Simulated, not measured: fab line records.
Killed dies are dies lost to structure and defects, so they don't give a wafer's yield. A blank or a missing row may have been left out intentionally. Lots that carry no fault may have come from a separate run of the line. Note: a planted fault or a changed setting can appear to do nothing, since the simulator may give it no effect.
Matching of chambers	flow n5 finfet	N5_BEOL_M1_ETCH_74 on rie diel-06 has 4 sister chambers
The step etches underlayer in N2/H2, target depth 6.5 nm, time 5.2 s. 14 wafers are shown with their chamber, then 7 later ones without.

## WAFERS, EACH WITH ITS CHAMBER
wafer	chamber	showerhead plenum p Torr (Torr)	oes product au (a.u.)	etch rf on time s (s)
L075.2	2	2.54	0.61	5.28
L075.3	3	2.60	0.79	5.09
L075.6	0	2.53	0.63	5.24
L079.1	3	2.60	0.79	5.03
L079.2	0	2.53	0.63	5.21
L079.4	2	2.53	0.59	5.29
L081.1	1	2.65	0.63	5.28
L081.3	0	2.52	0.63	5.23
L081.6	1	2.65	0.64	5.27
L086.2	3	2.59	0.77	5.14
L086.3	0	2.52	0.62	5.22
L086.4	1	2.65	0.62	5.34
L091.1	3	2.59	0.76	5.14
L091.4	0	2.52	0.61	5.19

SIGNATURES (averages over the wafers above)
reading	chamber 0	chamber 1	chamber 2	chamber 3	scatter within a chamber
showerhead plenum p Torr	2.5240	2.6500	2.5350	2.5950	0.0052
oes product au	0.6240	0.6300	0.6000	0.7775	0.0118
etch rf on time s	5.2180	5.2967	5.2850	5.1000	0.0355
Rule: a wafer lies at a distance from a chamber equal to the root of the sum of squares, over the readings, of (its reading less the chamber's mean, divided by the reading's scatter). The wafer belongs to the nearest chamber; if the next one is less than 2 further off, it can't be placed. How the scatter is found: for the shown wafers, subtract from each reading the mean of its chamber, square and add these, divide the total by (wafers less chambers), then take the root.

## WAFERS MISSING THEIR CHAMBER
wafer	showerhead plenum p Torr (Torr)	oes product au (a.u.)	etch rf on time s (s)
L091.5	2.52	0.57	5.43
L093.1	2.64	0.61	5.32
L093.3	2.59	0.76	5.06
L093.4	2.52	0.59	5.29
L096.1	2.52	0.57	5.28
L096.2	2.64	0.61	5.27
L096.3	2.58	0.75	5.10

## WHICH CHAMBER EACH ONE RAN IN
wafer	from the rows above	in truth
L091.5	can't be placed: 2 or 0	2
L093.1	1	1
L093.3	3	3
L093.4	can't be placed: 2 or 0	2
L096.1	can't be placed: 2 or 0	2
L096.2	1	1
L096.3	3	3
Correctly placed: 4 of 7. Cannot be placed on the basis of these rows: 3; the candidates contain the true chamber in 3. Number placed wrongly: 0.
